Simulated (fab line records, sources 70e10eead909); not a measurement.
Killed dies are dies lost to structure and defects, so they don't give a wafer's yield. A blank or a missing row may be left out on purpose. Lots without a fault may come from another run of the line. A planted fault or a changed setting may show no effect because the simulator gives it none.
Chamber matching | flow nand_harc | NHARC_P_M2_STRIP_18 on rie_diel-12: 4 sister chambers
The step strips in N2/H2. 4 wafers are shown with their chamber, then 10 later ones without.

WAFERS WITH THEIR CHAMBER
wafer  | chamber | oes_product_au (a.u.)
L086.6 | 2       | 1.009
L092.5 | 0       | 1.005
L093.1 | 3       | 0.978
L093.4 | 1       | 0.987

WAFERS WITHOUT THEIR CHAMBER
wafer  | oes_product_au (a.u.)
L093.6 | 0.998
L095.1 | 1.000
L095.4 | 1.016
L095.5 | 0.975
L096.2 | 1.000
L096.3 | 0.983
L096.4 | 0.990
L097.1 | 1.009
L097.3 | 0.976
L097.6 | 0.989

WHICH CHAMBER EACH WENT THROUGH
wafer  | from the rows above          | in truth
L093.6 | can't be placed: 0 or 2 or 1 | 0
L095.1 | can't be placed: 0 or 2 or 1 | 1
L095.4 | can't be placed: 2 or 0      | 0
L095.5 | 3                            | 3
L096.2 | can't be placed: 0 or 2 or 1 | 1
L096.3 | can't be placed: 1 or 3      | 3
L096.4 | 1                            | 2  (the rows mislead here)
L097.1 | can't be placed: 2 or 0      | 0
L097.3 | 3                            | 3
L097.6 | 1                            | 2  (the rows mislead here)
Placed correctly: 2 of 10. Can't be placed from these rows: 6 (the true chamber is among the candidates in 6). Placed wrongly: 2.
How it was worked out, from the rows above alone: a wafer's distance from a chamber is the root of the sum, over the readings, of the square of ((its reading less the chamber's mean) divided by the reading's scatter). The wafer belongs to the nearest chamber; if the next one is less than 2 further off, it can't be placed. A chamber's mean is the mean of its shown wafers. The scatter: with one shown wafer a chamber, the root of the mean of the squares of how far each hidden wafer lies from its nearest shown one.
